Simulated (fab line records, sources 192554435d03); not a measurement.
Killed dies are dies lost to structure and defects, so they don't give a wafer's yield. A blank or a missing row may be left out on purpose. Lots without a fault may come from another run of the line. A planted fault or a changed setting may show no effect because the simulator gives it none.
Chamber matching | flow n5_finfet | N5_ILD0_CMP_12 on cmp-02: 4 sister chambers
The step polishes SiNx, stops on poly-Si, t overpolish 6 s, target thk 17.67 nm. 8 wafers are shown with their chamber, then 8 later ones without.

WAFERS WITH THEIR CHAMBER
wafer  | chamber | motor_current_A (A) | overpolish_run_s (s)
L787.4 | 0       | 9.6                 | 5.979
L790.1 | 0       | 9.0                 | 5.994
L790.3 | 1       | 8.5                 | 5.994
L790.4 | 3       | 10.5                | 6.009
L795.3 | 1       | 9.3                 | 6.026
L795.5 | 3       | 10.1                | 5.995
L795.6 | 2       | 8.1                 | 5.993
L796.1 | 2       | 8.0                 | 5.989

WAFERS WITHOUT THEIR CHAMBER
wafer  | motor_current_A (A) | overpolish_run_s (s)
L796.3 | 9.7                 | 5.997
L796.5 | 9.7                 | 5.996
L797.3 | 8.7                 | 6.003
L797.5 | 7.8                 | 5.988
L797.6 | 9.8                 | 6.002
L803.1 | 7.6                 | 6.016
L803.2 | 9.0                 | 6.014
L803.5 | 8.9                 | 6.005

WHICH CHAMBER EACH WENT THROUGH
wafer  | from the rows above          | in truth
L796.3 | can't be placed: 0 or 3 or 1 | 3
L796.5 | can't be placed: 0 or 3 or 1 | 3
L797.3 | can't be placed: 1 or 2 or 0 | 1
L797.5 | 2                            | 2
L797.6 | can't be placed: 3 or 0 or 1 | 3
L803.1 | can't be placed: 2 or 1      | 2
L803.2 | can't be placed: 1 or 0      | 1
L803.5 | can't be placed: 1 or 0      | 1
Placed correctly: 1 of 8. Can't be placed from these rows: 7 (the true chamber is among the candidates in 7). Placed wrongly: 0.
How it was worked out, from the rows above alone: a wafer's distance from a chamber is the root of the sum, over the readings, of the square of ((its reading less the chamber's mean) divided by the reading's scatter). The wafer belongs to the nearest chamber; if the next one is less than 2 further off, it can't be placed. A chamber's mean is the mean of its shown wafers. The scatter: the root of (the sum of the squares of (reading less its chamber's mean) over the shown wafers, divided by (wafers less chambers)).
